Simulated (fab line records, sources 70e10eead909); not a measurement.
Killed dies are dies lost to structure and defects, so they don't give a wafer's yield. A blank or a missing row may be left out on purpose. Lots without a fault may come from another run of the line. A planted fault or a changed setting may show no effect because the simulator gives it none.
Which tool did it? | flow nand_harc | 11 lots, 33 wafers sampled, at 4 steps of a route of 1159

WHAT THE GAUGES READ, wafer by wafer
NHARC_P_ZERO_WELL_CD_MEAS_37: target cd 720 nm. Usual: cd_nm 719.8 nm, standard deviation 1.1.
lot  | measured    | on        | cd_nm (nm)        | flag
L507 | day 1 16:14 | cd_sem-01 | 720.4 721.2 719.6 |
L508 | day 1 22:10 | cd_sem-02 | 720.0 721.3 720.1 |
L510 | day 2 10:16 | cd_sem-03 | 721.6 720.0 718.2 |
L511 | day 2 16:18 | cd_sem-02 | 719.4 719.6 718.4 |
L515 | day 3 16:22 | cd_sem-01 | 740.8 741.2 741.1 | OFF
L520 | day 4 21:51 | cd_sem-02 | 720.3 717.9 719.0 |
L524 | day 5 22:10 | cd_sem-01 | 721.9 720.1 719.9 |
L526 | day 6 10:06 | cd_sem-01 | 720.8 719.1 718.4 |
L527 | day 6 16:35 | cd_sem-02 | 719.4 719.8 718.7 |
L528 | day 6 22:14 | cd_sem-02 | 721.1 719.3 720.6 |
L529 | day 7 04:02 | cd_sem-03 | 718.7 721.4 720.1 |

WHICH TOOL RAN EACH LOT (tool, then ch and the chambers of the sampled wafers, then the start)
lot  | NHARC_P_ZERO_WELL_ETCH_65         | NHARC_P_ZERO_WELL_ETCH_62                    | NHARC_P_ZERO_WELL_EXPOSE_34
L507 | rie_diel-02 ch 0,2,3, day 1 13:29 | rie_diel-02 ch 1,2, day 1 16:04 or earlier   | krf_scanner-03 ch 0, day 1 16:04
L508 | rie_diel-01 ch 0,3, day 1 19:31   | rie_diel-01 ch 0,1,2, day 1 22:01 or earlier | krf_scanner-03 ch 0, day 1 22:01
L510 | rie_diel-13 ch 0,2,3, day 2 07:29 | rie_diel-13 ch 0,1,2, day 2 10:07 or earlier | krf_scanner-03 ch 0, day 2 10:07
L511 | rie_diel-13 ch 0,2,3, day 2 13:37 | rie_diel-13 ch 0,3, day 2 16:09 or earlier   | krf_scanner-01 ch 0, day 2 16:09
L515 | rie_diel-02 ch 2,3, day 3 13:36   | rie_diel-02 ch 1,2,3, day 3 16:12 or earlier | krf_scanner-03 ch 0, day 3 16:12
L520 | rie_diel-01 ch 0,2,3, day 4 19:22 | rie_diel-01 ch 1,2,3, day 4 21:42 or earlier | krf_scanner-03 ch 0, day 4 21:42
L524 | rie_diel-02 ch 1,3, day 5 19:31   | rie_diel-02 ch 0,1, day 5 22:01 or earlier   | krf_scanner-03 ch 0, day 5 22:01
L526 | rie_diel-02 ch 1,2, day 6 07:29   | rie_diel-02 ch 1,3, day 6 09:56 or earlier   | krf_scanner-03 ch 0, day 6 09:56
L527 | rie_diel-13 ch 2,3, day 6 13:47   | rie_diel-13 ch 0,2,3, day 6 16:25 or earlier | krf_scanner-04 ch 0, day 6 16:25
L528 | rie_diel-13 ch 0,2,3, day 6 19:29 | rie_diel-13 ch 0,2,3, day 6 22:05 or earlier | krf_scanner-01 ch 0, day 6 22:05
L529 | rie_diel-02 ch 2,3, day 7 01:32   | rie_diel-02 ch 0,1,2, day 7 03:53 or earlier | krf_scanner-01 ch 0, day 7 03:53
- NHARC_P_ZERO_WELL_ETCH_65: etches the open film in N2/H2, target depth 80 nm, overetch 24 nm, time 87.88 s.
- NHARC_P_ZERO_WELL_ETCH_62: etches the open film in CHF3/Ar, target depth 13 nm, time 6.5 s.
- NHARC_P_ZERO_WELL_EXPOSE_34: exposes mask P PWELL, target cd 720 nm.

WHAT THE TOOLS THEMSELVES READ (means of the sampled wafers that have a number; where no wafer has one, the mark that the record gives instead)
NHARC_P_ZERO_WELL_ETCH_65. Usual: drypump_motor_current_A 5.8 A, standard deviation 0.43; h2_flow_sccm 150.1 sccm, standard deviation 0.48; oes_product_au 1.003 a.u., standard deviation 0.0079; rf_vpp_V 430.3 V, standard deviation 2.3; showerhead_plenum_p_Torr 2.03 Torr, standard deviation 0.076; throttle_valve_pct 14.173 %, standard deviation 0.0094.
lot  | tool        | drypump_motor_current_A (A) | h2_flow_sccm (sccm) | oes_product_au (a.u.) | rf_vpp_V (V) | showerhead_plenum_p_Torr (Torr) | throttle_valve_pct (%) | flag
L507 | rie_diel-02 | 5.6                         | 149.9               | 1.006                 | 429.6        | 2.02                            | 14.179                 |
L508 | rie_diel-01 | 6.2                         | 149.8               | 1.007                 | 433.0        | 2.14                            | 14.175                 |
L510 | rie_diel-13 | 5.9                         | 150.0               | 1.007                 | 430.2        | 2.03                            | 14.166                 |
L511 | rie_diel-13 | 5.9                         | 150.0               | 1.006                 | 429.2        | 2.03                            | 14.175                 |
L515 | rie_diel-02 | 5.7                         | 150.1               | 1.001                 | 430.8        | 2.04                            | 14.168                 |
L520 | rie_diel-01 | 6.2                         | 150.1               | 1.005                 | 431.9        | 2.09                            | 14.161                 |
L524 | rie_diel-02 | 5.3                         | 150.3               | 0.999                 | 428.7        | 1.96                            | 14.174                 |
L526 | rie_diel-02 | 5.7                         | 150.5               | 0.995                 | 430.1        | 2.06                            | 14.162                 |
L527 | rie_diel-13 | 5.7                         | 149.9               | 0.998                 | 430.6        | 2.05                            | 14.178                 |
L528 | rie_diel-13 | 5.9                         | 150.0               | 1.014                 | 430.9        | 2.03                            | 14.168                 |
L529 | rie_diel-02 | 5.4                         | 149.9               | 1.006                 | 428.9        | 1.98                            | 14.179                 |

NHARC_P_ZERO_WELL_ETCH_62. Usual: chf3_flow_sccm 49.99 sccm, standard deviation 0.15; drypump_motor_current_A 5.8 A, standard deviation 0.43; oes_product_au 0.962 a.u., standard deviation 0.02; rf_vpp_V 370.6 V, standard deviation 1.9; showerhead_plenum_p_Torr 2.34 Torr, standard deviation 0.079; throttle_valve_pct 20.218 %, standard deviation 0.0091.
lot  | tool        | chf3_flow_sccm (sccm) | drypump_motor_current_A (A) | oes_product_au (a.u.) | rf_vpp_V (V) | showerhead_plenum_p_Torr (Torr) | throttle_valve_pct (%) | flag
L507 | rie_diel-02 | 50.03                 | 5.8                         | 0.964                 | 371.7        | 2.39                            | 20.216                 |
L508 | rie_diel-01 | 49.99                 | 6.5                         | 0.923                 | 371.6        | 2.38                            | 20.211                 |
L510 | rie_diel-13 | 50.05                 | 6.2                         | 0.921                 | 370.4        | 2.33                            | 20.212                 |
L511 | rie_diel-13 | 49.87                 | 5.8                         | 0.973                 | 369.6        | 2.28                            | 20.216                 |
L515 | rie_diel-02 | 49.95                 | 5.5                         | 0.958                 | 370.8        | 2.33                            | 20.221                 |
L520 | rie_diel-01 | 49.86                 | 6.0                         | 0.978                 | 370.7        | 2.34                            | 20.219                 |
L524 | rie_diel-02 | 49.93                 | 5.7                         | 0.974                 | 371.2        | 2.34                            | 20.215                 |
L526 | rie_diel-02 | 49.86                 | 5.4                         | 0.963                 | 370.0        | 2.31                            | 20.221                 |
L527 | rie_diel-13 | 50.06                 | 5.9                         | 0.936                 | 370.3        | 2.33                            | 20.232                 |
L528 | rie_diel-13 | 50.07                 | 5.9                         | 0.975                 | 370.8        | 2.33                            | 20.215                 |
L529 | rie_diel-02 | 50.03                 | 5.7                         | 0.948                 | 370.9        | 2.37                            | 20.215                 |

THE ANSWER, worked out from the rows above alone
Rule: a lot is off if the mean of its wafers that have a number lies more than 3 standard deviations from the usual mean. A lot without any number at a reading at which 4 lots or more have one is off too. The other lots that the step has rows for count as sound. The gauges are gone through in route order, then the tools' own readings, and for those a lot's mean is taken as printed above. The first step at which some lot is off is used, and at that step the reading that is off furthest; a lot without a number counts as furthest.
Off: L515, at NHARC_P_ZERO_WELL_CD_MEAS_37 (cd_nm).
A tool fits if, at a process step before that reading, it ran every lot that is off, and no sound lot after the first of them. The gauges at NHARC_P_ZERO_WELL_CD_MEAS_37 are tried like those tools. NHARC_P_ZERO_WELL_ETCH_62 gives no start for some lots, so the hours and the order of its lots are those of NHARC_P_ZERO_WELL_EXPOSE_34. None of those tried fits.

WHAT THE SIMULATOR HAD PUT IN
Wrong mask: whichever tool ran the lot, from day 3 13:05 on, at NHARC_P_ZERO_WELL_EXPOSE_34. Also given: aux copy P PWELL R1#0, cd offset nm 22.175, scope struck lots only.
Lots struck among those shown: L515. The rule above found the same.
